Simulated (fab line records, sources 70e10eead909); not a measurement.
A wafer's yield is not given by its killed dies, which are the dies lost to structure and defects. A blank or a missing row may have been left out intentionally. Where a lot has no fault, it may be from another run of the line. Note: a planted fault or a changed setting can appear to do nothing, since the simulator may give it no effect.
Chamber matching | flow nandHarc | rieDiel-11 running NHARC_A_SLIT_ETCH_24: 4 sister chambers
The step etches the open film in CF4/CHF3, target depth 121 nm, time 60.5 s. 8 wafers are shown with their chamber, then 10 later ones without.

## WAFERS, EACH WITH ITS CHAMBER
wafer  | chamber | drypumpMotorCurrentA (A) | rfFwdPowerW (W)
L082.3 | 2       | 5.0                      | 491.8
L082.6 | 3       | 6.4                      | 492.7
L086.1 | 2       | 5.0                      | 489.2
L086.3 | 3       | 6.4                      | 493.2
L090.2 | 0       | 5.7                      | 496.6
L090.6 | 0       | 5.7                      | 496.7
L092.4 | 1       | 5.7                      | 492.4
L092.5 | 1       | 5.8                      | 494.8

## WAFERS WHOSE CHAMBER IS MISSING
wafer  | drypumpMotorCurrentA (A) | rfFwdPowerW (W)
L092.6 | 5.0                      | 490.3
L093.3 | 5.0                      | 489.8
L093.4 | 6.4                      | 493.1
L093.5 | 5.0                      | 488.2
L096.2 | 6.5                      | 493.5
L096.3 | 5.7                      | 494.0
L096.4 | 5.7                      | 495.4
L097.2 | 6.4                      | 495.9
L097.3 | 5.7                      | 494.1
L097.6 | 5.7                      | 496.2

## THE CHAMBER EACH PASSED THROUGH
wafer  | from the rows above     | in truth
L092.6 | 2                       | 2
L093.3 | 2                       | 2
L093.4 | 3                       | 3
L093.5 | 2                       | 2
L096.2 | 3                       | 3
L096.3 | can't be placed: 1 or 0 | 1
L096.4 | can't be placed: 0 or 1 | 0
L097.2 | 3                       | 3
L097.3 | can't be placed: 1 or 0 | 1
L097.6 | 0                       | 0
Correct placement for 7 of the 10. From these rows, 3 cannot be placed; in 3 the true chamber is one of the candidates. Wrongly placed: 0.
How it was worked out, from the rows above alone: a wafer's distance from a chamber is the root of the sum, over the readings, of the square of ((its reading less the chamber's mean) divided by the reading's scatter). The wafer belongs to the nearest chamber; if the next one is less than 2 further off, it can't be placed. Each chamber's mean is taken over the wafers shown for it. The scatter is the square root of a quotient: the sum, over the shown wafers, of each reading's squared deviation from its chamber's mean, divided by wafers minus chambers.
